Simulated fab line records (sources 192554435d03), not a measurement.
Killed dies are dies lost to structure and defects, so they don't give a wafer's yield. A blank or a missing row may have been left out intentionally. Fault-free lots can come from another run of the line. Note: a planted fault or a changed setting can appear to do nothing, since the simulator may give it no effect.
Split-lot study :: flow n5Finfet :: 7 lots, 21 wafers read, on a route of 1938 steps

== THE SPLIT ==
At N5_BEOL_M13_SPUTTER_44 (material Ta, target thk 10 nm, time 16.13 s), the setting powerW was moved away from the recipe's 15000 W on 8 of the 21 wafers read, by -16.2% to +14.9%. For the rest of the wafers, this setting stayed at what the recipe calls for.

The split's own step is where the reading is taken.

== THE READING ==
Ta_of_BEOL_M13_SPUTTER_44.thkNm (the simulator's own value, which no gauge read), in nm, at N5_BEOL_M13_SPUTTER_44 (material Ta, target thk 10 nm, time 16.13 s). The file gives no usual value for it. Average 10.0 nm, standard deviation 0.15 nm, over the 13 wafers here run with the recipe.

wafer: L074.2
tool, chamber at the split: pvdSputter-03, -
powerW as run, W: 15000
against the recipe: recipe
Ta_of_BEOL_M13_SPUTTER_44.thkNm, nm: 10.2
against lot-mates on the recipe: -

wafer: L074.3
tool, chamber at the split: pvdSputter-03, -
powerW as run, W: 15000
against the recipe: recipe
Ta_of_BEOL_M13_SPUTTER_44.thkNm, nm: 10
against lot-mates on the recipe: -

wafer: L074.6
tool, chamber at the split: pvdSputter-03, -
powerW as run, W: 15000
against the recipe: recipe
Ta_of_BEOL_M13_SPUTTER_44.thkNm, nm: 10
against lot-mates on the recipe: -

wafer: L076.1
tool, chamber at the split: pvdSputter-01, -
powerW as run, W: 13360
against the recipe: -10.9%
Ta_of_BEOL_M13_SPUTTER_44.thkNm, nm: 9
against lot-mates on the recipe: -1.0

wafer: L076.6
tool, chamber at the split: pvdSputter-01, -
powerW as run, W: 13360
against the recipe: -10.9%
Ta_of_BEOL_M13_SPUTTER_44.thkNm, nm: 9
against lot-mates on the recipe: -1.0

wafer: L076.4
tool, chamber at the split: pvdSputter-01, -
powerW as run, W: 15000
against the recipe: recipe
Ta_of_BEOL_M13_SPUTTER_44.thkNm, nm: 10
against lot-mates on the recipe: -

wafer: L077.1
tool, chamber at the split: pvdSputter-02, -
powerW as run, W: 15000
against the recipe: recipe
Ta_of_BEOL_M13_SPUTTER_44.thkNm, nm: 9.8
against lot-mates on the recipe: -

wafer: L077.4
tool, chamber at the split: pvdSputter-02, -
powerW as run, W: 12640
against the recipe: -15.7%
Ta_of_BEOL_M13_SPUTTER_44.thkNm, nm: 8.2
against lot-mates on the recipe: -1.6

wafer: L077.5
tool, chamber at the split: pvdSputter-02, -
powerW as run, W: 12640
against the recipe: -15.7%
Ta_of_BEOL_M13_SPUTTER_44.thkNm, nm: 8.4
against lot-mates on the recipe: -1.4

wafer: L081.1
tool, chamber at the split: pvdSputter-02, -
powerW as run, W: 15000
against the recipe: recipe
Ta_of_BEOL_M13_SPUTTER_44.thkNm, nm: 9.8
against lot-mates on the recipe: -

wafer: L081.3
tool, chamber at the split: pvdSputter-02, -
powerW as run, W: 15000
against the recipe: recipe
Ta_of_BEOL_M13_SPUTTER_44.thkNm, nm: 10
against lot-mates on the recipe: -

wafer: L081.5
tool, chamber at the split: pvdSputter-02, -
powerW as run, W: 14270
against the recipe: -4.9%
Ta_of_BEOL_M13_SPUTTER_44.thkNm, nm: 9.6
against lot-mates on the recipe: -0.3

wafer: L082.2
tool, chamber at the split: pvdSputter-01, -
powerW as run, W: 15000
against the recipe: recipe
Ta_of_BEOL_M13_SPUTTER_44.thkNm, nm: 9.8
against lot-mates on the recipe: -

wafer: L082.4
tool, chamber at the split: pvdSputter-01, -
powerW as run, W: 15000
against the recipe: recipe
Ta_of_BEOL_M13_SPUTTER_44.thkNm, nm: 10
against lot-mates on the recipe: -

wafer: L082.5
tool, chamber at the split: pvdSputter-01, -
powerW as run, W: 12570
against the recipe: -16.2%
Ta_of_BEOL_M13_SPUTTER_44.thkNm, nm: 8.4
against lot-mates on the recipe: -1.5

wafer: L089.1
tool, chamber at the split: pvdSputter-02, -
powerW as run, W: 15000
against the recipe: recipe
Ta_of_BEOL_M13_SPUTTER_44.thkNm, nm: 10.2
against lot-mates on the recipe: -

wafer: L089.3
tool, chamber at the split: pvdSputter-02, -
powerW as run, W: 15000
against the recipe: recipe
Ta_of_BEOL_M13_SPUTTER_44.thkNm, nm: 10.2
against lot-mates on the recipe: -

wafer: L089.2
tool, chamber at the split: pvdSputter-02, -
powerW as run, W: 15000
against the recipe: recipe
Ta_of_BEOL_M13_SPUTTER_44.thkNm, nm: 10
against lot-mates on the recipe: -

wafer: L090.2
tool, chamber at the split: pvdSputter-02, -
powerW as run, W: 17230
against the recipe: +14.9%
Ta_of_BEOL_M13_SPUTTER_44.thkNm, nm: 11.4
against lot-mates on the recipe: +1.6

wafer: L090.3
tool, chamber at the split: pvdSputter-02, -
powerW as run, W: 17230
against the recipe: +14.9%
Ta_of_BEOL_M13_SPUTTER_44.thkNm, nm: 11.4
against lot-mates on the recipe: +1.6

wafer: L090.5
tool, chamber at the split: pvdSputter-02, -
powerW as run, W: 15000
against the recipe: recipe
Ta_of_BEOL_M13_SPUTTER_44.thkNm, nm: 9.8
against lot-mates on the recipe: -

FIT RESULTS
A straight line over all 21 wafers: Ta_of_BEOL_M13_SPUTTER_44.thkNm changes by +0.0985 nm for each +1% of powerW; r = +0.99; the points scatter about the line by 0.14 nm.
The same after taking each lot's own level away (the mean of its wafers on the recipe; 21 wafers): +0.0985 nm for each +1%; r = +0.99; scatter 0.097 nm.
That fit puts the effect of the largest move of powerW on the reading at 1.6 nm.
Measured against the standard deviation above, the lots' own levels, which go from 9.80 to 10.13 nm, span 2.3 times it.
The two slopes are in agreement: the lot-to-lot level therefore moves the slope only a little.
Check: with one of the wafers moved furthest among these (-16.2%) left out of the fit, the line predicts -1.57 nm for it against its lot-mates. Against them it came out at -1.5 nm.

== THESE WAFERS: OTHER SPLITS ==
These wafers also went through other splits before the reading. Each is held against what the fit with the lots' levels taken away leaves over:
other split on the same wafers: N5_BEOL_M10_COAT_64 spinRpm
wafers away from the commonest value: 6
r with Ta_of_BEOL_M13_SPUTTER_44.thkNm (lot level and that fit taken away): -0.31

other split on the same wafers: N5_BEOL_M11_TRENCH_ETCH_37 biasW
wafers away from the commonest value: 8
r with Ta_of_BEOL_M13_SPUTTER_44.thkNm (lot level and that fit taken away): +0.17

other split on the same wafers: N5_BEOL_M11_ETCH_41 timeS
wafers away from the commonest value: 6
r with Ta_of_BEOL_M13_SPUTTER_44.thkNm (lot level and that fit taken away): +0.21

other split on the same wafers: N5_BEOL_M13_EXPOSE_25 doseMj
wafers away from the commonest value: 8
r with Ta_of_BEOL_M13_SPUTTER_44.thkNm (lot level and that fit taken away): +0.37

== THE FILE'S OWN FIT ==
Ta_of_BEOL_M13_SPUTTER_44.thkNm changes by +0.0962 nm for each +1% of powerW, r = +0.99.
